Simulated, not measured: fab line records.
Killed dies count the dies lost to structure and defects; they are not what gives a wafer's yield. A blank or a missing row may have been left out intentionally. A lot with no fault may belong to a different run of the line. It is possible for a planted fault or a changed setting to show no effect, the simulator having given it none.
Which of the tools did it?	flow nand_harc	7 lots with 21 wafers sampled at 2 steps, on a route of 1302 steps

== WHAT EACH GAUGE READ, for each wafer ==
NHARC_A_CHANNEL_HOLE_D2_CD_MEAS_18.
lot	measured	on	cd_nm (nm)
L300	day 14 02:29	cd_sem-01	100.5 102.0 99.9
L303	day 14 15:38	cd_sem-02	97.4 99.3 99.8
L304	day 15 18:07	cd_sem-03	98.1 97.3 96.4
L310	day 17 11:55	cd_sem-03	95.7 96.4 98.5
L312	day 18 19:02	cd_sem-03	96.5 97.5 100.2
L319	day 20 17:25	cd_sem-03	100.0 97.1 99.7
L322	day 23 01:34	cd_sem-03	103.6 102.8 99.0

== TOOL THAT RAN EACH LOT (tool first, then ch and the chambers of the sampled wafers, then the start) ==
lot	NHARC_A_CHANNEL_HOLE_D2_ETCH_38
L300	rie_diel-02 ch 0,2,3, day 14 01:28
L303	rie_diel-02 ch 1,2,3, day 14 14:38
L304	rie_diel-11 ch 1,2,3, day 15 17:06
L310	rie_diel-03 ch 0,1,2, day 17 10:54
L312	rie_diel-03 ch 0,1,3, day 18 18:01
L319	rie_diel-03 ch 0,1, day 20 16:24
L322	rie_diel-11 ch 0,1,3, day 23 00:33
- NHARC_A_CHANNEL_HOLE_D2_ETCH_38: etches the open film in CF4, target depth 39 nm, time 65 s.

== THE ANSWER, worked out from the rows above alone ==
Rule: usual is defined by the lots themselves. Put in order of their means at a reading, lots are off if they are a third of the lots or fewer, leave a main group of 4 or more, and stand apart from it by a gap of 3 or more times the standard deviation of the main group's means; of several such gaps the widest counts. If all means in a main group match to the digits the tables above print for the reading, that group is not used. Also off: a lot with no number at a reading for which 4 or more lots have one. Any other lot the step has rows for is counted as sound.
Nothing can be told from this: no lot is off at any reading shown.

== WHAT THE SIMULATOR HAD INSERTED ==
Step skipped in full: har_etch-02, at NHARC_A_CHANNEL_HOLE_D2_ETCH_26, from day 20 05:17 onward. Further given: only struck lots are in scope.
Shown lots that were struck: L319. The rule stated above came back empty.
